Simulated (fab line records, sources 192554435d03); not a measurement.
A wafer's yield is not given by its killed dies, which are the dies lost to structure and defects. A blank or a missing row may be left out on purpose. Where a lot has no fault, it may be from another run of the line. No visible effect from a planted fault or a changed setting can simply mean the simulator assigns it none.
Split-lot experiment / flow n5-finfet / route with 1938 steps; 7 lots, 39 wafers read

## ON THE SPLIT
At N5_PASSIVATION_ETCH_15 (etches SiCN in CF4/N2, target depth 75 nm, time 81.2 s), the setting target-depth-a was moved away from the recipe's 750 angstrom on 12 of the 39 wafers read, by -40.3% to +58.4%. The other wafers ran this setting at the recipe's value.

The reading comes from the split's own step.

## THE READING
etch.depth-nm (the simulator's own value, which no gauge read), in nm, at N5_PASSIVATION_ETCH_15 (etches SiCN in CF4/N2, target depth 75 nm, time 81.2 s). The file does not state a usual value for it. Average 64.76 nm, standard deviation 2.9 nm, over the 27 wafers here run with the recipe.

wafer=L082.2; tool, chamber at the split=rie-diel-05, 0; target-depth-a as run, angstrom=750; against the recipe=recipe; etch.depth-nm, nm=69.74; against lot-mates on the recipe=-
wafer=L082.4; tool, chamber at the split=rie-diel-05, 1; target-depth-a as run, angstrom=750; against the recipe=recipe; etch.depth-nm, nm=61.98; against lot-mates on the recipe=-
wafer=L082.6; tool, chamber at the split=rie-diel-05, 3; target-depth-a as run, angstrom=750; against the recipe=recipe; etch.depth-nm, nm=60.91; against lot-mates on the recipe=-
wafer=L080.1; tool, chamber at the split=rie-diel-06, 2; target-depth-a as run, angstrom=750; against the recipe=recipe; etch.depth-nm, nm=67.15; against lot-mates on the recipe=-
wafer=L080.2; tool, chamber at the split=rie-diel-06, 1; target-depth-a as run, angstrom=750; against the recipe=recipe; etch.depth-nm, nm=64.06; against lot-mates on the recipe=-
wafer=L080.3; tool, chamber at the split=rie-diel-06, 3; target-depth-a as run, angstrom=750; against the recipe=recipe; etch.depth-nm, nm=67.26; against lot-mates on the recipe=-
wafer=L080.4; tool, chamber at the split=rie-diel-06, 0; target-depth-a as run, angstrom=750; against the recipe=recipe; etch.depth-nm, nm=67.39; against lot-mates on the recipe=-
wafer=L080.5; tool, chamber at the split=rie-diel-06, 3; target-depth-a as run, angstrom=750; against the recipe=recipe; etch.depth-nm, nm=67.12; against lot-mates on the recipe=-
wafer=L080.6; tool, chamber at the split=rie-diel-06, 2; target-depth-a as run, angstrom=750; against the recipe=recipe; etch.depth-nm, nm=66.79; against lot-mates on the recipe=-
wafer=L087.1; tool, chamber at the split=rie-diel-05, 3; target-depth-a as run, angstrom=585.7; against the recipe=-21.9%; etch.depth-nm, nm=47.77; against lot-mates on the recipe=-18.69
wafer=L087.2; tool, chamber at the split=rie-diel-05, 1; target-depth-a as run, angstrom=585.7; against the recipe=-21.9%; etch.depth-nm, nm=48.48; against lot-mates on the recipe=-17.98
wafer=L087.3; tool, chamber at the split=rie-diel-05, 2; target-depth-a as run, angstrom=750; against the recipe=recipe; etch.depth-nm, nm=67.09; against lot-mates on the recipe=-
wafer=L087.4; tool, chamber at the split=rie-diel-05, 0; target-depth-a as run, angstrom=585.7; against the recipe=-21.9%; etch.depth-nm, nm=54.24; against lot-mates on the recipe=-12.22
wafer=L087.5; tool, chamber at the split=rie-diel-05, 1; target-depth-a as run, angstrom=750; against the recipe=recipe; etch.depth-nm, nm=62.21; against lot-mates on the recipe=-
wafer=L087.6; tool, chamber at the split=rie-diel-05, 0; target-depth-a as run, angstrom=750; against the recipe=recipe; etch.depth-nm, nm=70.09; against lot-mates on the recipe=-
wafer=L090.1; tool, chamber at the split=rie-diel-01, 0; target-depth-a as run, angstrom=750; against the recipe=recipe; etch.depth-nm, nm=60.55; against lot-mates on the recipe=-
wafer=L090.2; tool, chamber at the split=rie-diel-01, 2; target-depth-a as run, angstrom=750; against the recipe=recipe; etch.depth-nm, nm=65.17; against lot-mates on the recipe=-
wafer=L090.3; tool, chamber at the split=rie-diel-01, 1; target-depth-a as run, angstrom=1188; against the recipe=+58.4%; etch.depth-nm, nm=97.56; against lot-mates on the recipe=+34.85
wafer=L090.4; tool, chamber at the split=rie-diel-01, 3; target-depth-a as run, angstrom=1188; against the recipe=+58.4%; etch.depth-nm, nm=98.68; against lot-mates on the recipe=+35.97
wafer=L090.5; tool, chamber at the split=rie-diel-01, 3; target-depth-a as run, angstrom=750; against the recipe=recipe; etch.depth-nm, nm=62.4; against lot-mates on the recipe=-
wafer=L090.6; tool, chamber at the split=rie-diel-01, 0; target-depth-a as run, angstrom=1188; against the recipe=+58.4%; etch.depth-nm, nm=96.73; against lot-mates on the recipe=+34.02
wafer=L091.1; tool, chamber at the split=rie-diel-06, 3; target-depth-a as run, angstrom=750; against the recipe=recipe; etch.depth-nm, nm=66.39; against lot-mates on the recipe=-
wafer=L091.2; tool, chamber at the split=rie-diel-06, 2; target-depth-a as run, angstrom=750; against the recipe=recipe; etch.depth-nm, nm=64.85; against lot-mates on the recipe=-
wafer=L091.3; tool, chamber at the split=rie-diel-06, 0; target-depth-a as run, angstrom=750; against the recipe=recipe; etch.depth-nm, nm=65.06; against lot-mates on the recipe=-
wafer=L091.4; tool, chamber at the split=rie-diel-06, 1; target-depth-a as run, angstrom=750; against the recipe=recipe; etch.depth-nm, nm=61.13; against lot-mates on the recipe=-
wafer=L091.5; tool, chamber at the split=rie-diel-06, 1; target-depth-a as run, angstrom=750; against the recipe=recipe; etch.depth-nm, nm=61.18; against lot-mates on the recipe=-
wafer=L091.6; tool, chamber at the split=rie-diel-06, 0; target-depth-a as run, angstrom=750; against the recipe=recipe; etch.depth-nm, nm=65.5; against lot-mates on the recipe=-
wafer=L094.1; tool, chamber at the split=rie-diel-01, 3; target-depth-a as run, angstrom=750; against the recipe=recipe; etch.depth-nm, nm=62.42; against lot-mates on the recipe=-
wafer=L094.2; tool, chamber at the split=rie-diel-01, 1; target-depth-a as run, angstrom=750; against the recipe=recipe; etch.depth-nm, nm=61.41; against lot-mates on the recipe=-
wafer=L094.3; tool, chamber at the split=rie-diel-01, 0; target-depth-a as run, angstrom=750; against the recipe=recipe; etch.depth-nm, nm=61.78; against lot-mates on the recipe=-
wafer=L094.4; tool, chamber at the split=rie-diel-01, 2; target-depth-a as run, angstrom=447.9; against the recipe=-40.3%; etch.depth-nm, nm=38.99; against lot-mates on the recipe=-22.88
wafer=L094.5; tool, chamber at the split=rie-diel-01, 3; target-depth-a as run, angstrom=447.9; against the recipe=-40.3%; etch.depth-nm, nm=36.88; against lot-mates on the recipe=-24.99
wafer=L094.6; tool, chamber at the split=rie-diel-01, 2; target-depth-a as run, angstrom=447.9; against the recipe=-40.3%; etch.depth-nm, nm=38.93; against lot-mates on the recipe=-22.94
wafer=L095.1; tool, chamber at the split=rie-diel-06, 3; target-depth-a as run, angstrom=750; against the recipe=recipe; etch.depth-nm, nm=68.32; against lot-mates on the recipe=-
wafer=L095.2; tool, chamber at the split=rie-diel-06, 0; target-depth-a as run, angstrom=487.3; against the recipe=-35.0%; etch.depth-nm, nm=42.84; against lot-mates on the recipe=-23.45
wafer=L095.3; tool, chamber at the split=rie-diel-06, 1; target-depth-a as run, angstrom=487.3; against the recipe=-35.0%; etch.depth-nm, nm=40.55; against lot-mates on the recipe=-25.74
wafer=L095.4; tool, chamber at the split=rie-diel-06, 3; target-depth-a as run, angstrom=750; against the recipe=recipe; etch.depth-nm, nm=68.28; against lot-mates on the recipe=-
wafer=L095.5; tool, chamber at the split=rie-diel-06, 0; target-depth-a as run, angstrom=487.3; against the recipe=-35.0%; etch.depth-nm, nm=43.04; against lot-mates on the recipe=-23.25
wafer=L095.6; tool, chamber at the split=rie-diel-06, 1; target-depth-a as run, angstrom=750; against the recipe=recipe; etch.depth-nm, nm=62.28; against lot-mates on the recipe=-

THE FIT
A straight line over all 39 wafers: etch.depth-nm changes by +0.605 nm for each +1% of target-depth-a; r = +0.98; the points scatter about the line by 2.8 nm.
The same after taking each lot's own level away (the mean of its wafers on the recipe; 39 wafers): +0.62 nm for each +1%; r = +0.99; scatter 2.5 nm.
According to that fit, moving target-depth-a by its largest amount changes the reading by 36 nm.
Measured against the standard deviation above, the lots' own levels, which go from 61.870 to 66.628 nm, span 1.6 times it.
Consequently the slope shifts little with the lot-to-lot level, the two slopes agreeing.
Check: +36.1 nm against its lot-mates is what the line predicts for one of the wafers moved furthest among these (+58.4%) when that wafer is left out of the fit. It came out at +34.9 nm against them.

## THESE WAFERS: OTHER SPLITS
Note: prior to the reading, these wafers also went through further splits. Each is held against what the fit with the lots' levels taken away leaves over:
other split on the same wafers=N5_BEOL_M14_ILD_DEP_00 time-s; wafers away from the commonest value=12; r with etch.depth-nm (lot level and that fit taken away)=-0.12

## THE FILE'S OWN FIT
etch.depth-nm changes by +0.622 nm for each +1% of target-depth-a, r = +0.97.
